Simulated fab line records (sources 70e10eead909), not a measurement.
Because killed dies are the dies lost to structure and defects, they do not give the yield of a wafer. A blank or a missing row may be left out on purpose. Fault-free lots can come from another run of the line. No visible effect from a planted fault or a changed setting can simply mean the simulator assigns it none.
A lot that was struck, set against a sound lot | flow nand-harc | 15 steps out of a route of 1159
Sound: these wafers, L554.2, L554.4, L554.5. Struck: wafers L564.1, L564.2 (left out: L564.3, a lot-mate that was not struck); the cause follows at the end.
At each step with rows: each side's tool, then ch and its chambers, then its first start. Under that, the readings that differ: sound wafers | struck wafers | difference of the means | sigmas: that difference in standard deviations of wafers without a fault.
alike: same words and numbers on both sides, and readings whose means sit less than 2 such deviations apart. not compared: any withheld reading, any reading some wafer has no value for, any bound like >300 that may hide the same value, and any number with overlapping values for which the record gives no deviation.
The two part at a step that has a row with sigmas, a row that says differs or no value, or rows on one side only. When numbers do not overlap yet have no deviation, they are printed without sigmas and do not part them. A reading missing from all wafers of one side parts the sides only when that side holds two or more wafers.

first, 1 step without rows for these wafers: NHARC_P_ZERO_WELL_SRD_69.
NHARC_P_ZERO_WELL_RTA_42: time 300 s.
  sound on rtp-anneal-02 ch 0, day 2 13:01; struck on rtp-anneal-01 ch 0, day 5 00:59
  alike: lamp-power-pct, wafer_temp_C_max
NHARC_P_ZERO_WELL_INSPECT_43:
  sound on defect-inspect-01 at day 2 13:36; struck on defect-inspect-02 at day 5 01:40
  alike: raw-defect-count
then, 9 steps without rows for these wafers: NHARC_P_STI_ETCH_26 (etches SiO2 in dHF, target depth 11 nm); NHARC_P_STI_PRECLEAN_27 (cleans in SC1); NHARC_P_STI_SRD_28; NHARC_P_STI_OXIDE_29 (material SiO2, target thk 10 nm, ox time 1362 s); NHARC_P_STI_HM_DEP_30 (deposits Si3N4, target thk 80 nm, time 873 s); NHARC_P_STI_DEHYDRATE_01 (time 120 s); NHARC_P_STI_HMDS_02 (time 30 s); NHARC_P_STI_COAT_41 (time 65 s); NHARC_P_STI_COAT_03 (resist thk 600 nm).
NHARC_P_STI_SOFTBAKE_04: time 70 s.
  sound on litho-track-05 ch 0, day 3 04:00; struck on litho-track-05 ch 0, day 5 20:00
  reading                  | sound                | struck      | difference                    | sigmas
  heater-power-total-W (W) | 199.2 200.0 198.8    | 233.8 232.8 | +34.0                         | +24
  plate-temp-C (C)         | 124.95 124.81 124.82 | - -         | no value on the struck wafers |
then, 2 steps without rows for these wafers: NHARC_P_STI_EBR_05; NHARC_END_SORT_01.

== WHERE THEY PART ==
Within this record, at NHARC_P_STI_SOFTBAKE_04 only.

WHY: whatever the simulator had introduced
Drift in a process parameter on litho-track-05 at NHARC_P_STI_SOFTBAKE_04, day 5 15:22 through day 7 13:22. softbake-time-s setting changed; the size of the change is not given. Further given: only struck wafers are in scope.
